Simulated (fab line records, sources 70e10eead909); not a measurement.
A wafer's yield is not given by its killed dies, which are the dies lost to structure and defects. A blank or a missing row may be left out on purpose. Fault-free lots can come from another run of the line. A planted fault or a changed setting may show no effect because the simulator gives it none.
A struck lot beside a sound one / flow nand-harc / 15 out of 1159 route steps
Sound: the wafers L334.2, L334.4, L334.5. The struck wafers were L345.2, L345.4, L345.6. At the end, the cause is stated.
Per side, at each step with rows, come the tool, then ch with its chambers, and then its first start. Under that, the readings that differ: sound wafers / struck wafers / difference of the means / sigmas: that difference in standard deviations of wafers without a fault.
alike: readings with means less than 2 such deviations apart, plus words and numbers identical on both sides. not compared: withheld readings, readings lacking a value on some wafer, bounds such as >300 that could conceal the same value, and numbers that have no deviation in the record and whose values overlap.
The two part at a step that has a row with sigmas, a row that says differs or no value, or rows on one side only. Numbers that don't overlap but have no deviation are shown without sigmas and don't part them. A reading missing from all wafers of one side parts the sides only when that side holds two or more wafers.

first, 3 steps without rows for these wafers: NHARC_P_GATE_EXPOSE_08 (exposes mask P HV); NHARC_P_GATE_PEB_09 (peb time 85 s); NHARC_P_GATE_DEVELOP_10 (time 70 s).
NHARC_P_GATE_CD_MEAS_11: target cd 1640 nm.
  sound on cd-sem-03 ch 0, day 5 03:32; struck on cd-sem-02 ch 0, day 7 23:01
  alike: cd-nm
then, 1 step without rows for these wafers: NHARC_P_GATE_HARDBAKE_12 (time 80 s).
NHARC_P_GATE_DESCUM_13: chemistry O2, time 3 s.
  sound on rie-diel-07 ch 1,3, day 5 03:43; struck on rie-diel-10 ch 0,1, day 7 23:14
  alike: drypump-motor-current-A, oes-product-au, rf-vpp-V, showerhead-plenum-p-Torr, throttle-valve-pct
  not compared: rf-hours-counter-h
then, 6 steps without rows for these wafers: NHARC_P_GATE_ETCH_14 (etches SiO2 in dHF, target depth 48.8 nm); NHARC_P_GATE_STRIP_15 (strips in SPM, time 780 s); NHARC_P_GATE_PRECLEAN_71 (cleans in SC1); NHARC_P_GATE_SRD_72; NHARC_P_GATE_OXIDE_16 (material SiO2, target thk 3 nm, ox time 392 s); NHARC_P_GATE_CVD_17 (deposits poly-Si, target thk 150 nm, time 900 s).
NHARC_P_GATE_HM_DEP_102: deposits aC, target thk 120 nm.
  sound on acl-dep-02 ch 0, day 5 15:25; struck on acl-dep-02 ch 0, day 8 14:37
  alike: throttle-valve-pct
NHARC_P_GATE_DEP_103: deposits SiON, target thk 30 nm.
  sound on pecvd-04 ch 1,2, day 5 15:58; struck on pecvd-03 ch 0,1, day 8 15:10
  alike: heater-power-w
  not compared: since-wet-clean-h
-- break in the record here, with 16 days between the starts of the struck wafers on either side (left off in module P_GATE, picked up again in module END, where the first step shown is number 1159 on the route) --
NHARC_END_SORT_01:
  sound on prober-01 ch 0, day 20 01:22; struck on prober-02 ch 0, day 24 11:29
reading=killed-at-other; sound=0 0 0; struck=2 4 1; difference=+2; sigmas=+2
  alike: killed-at-array, killed-at-periphery, killed-dies, killed-open, killed-short

WHERE THEY PART
Only at NHARC_END_SORT_01, as far as this record shows.

WHY: what the simulator had put in
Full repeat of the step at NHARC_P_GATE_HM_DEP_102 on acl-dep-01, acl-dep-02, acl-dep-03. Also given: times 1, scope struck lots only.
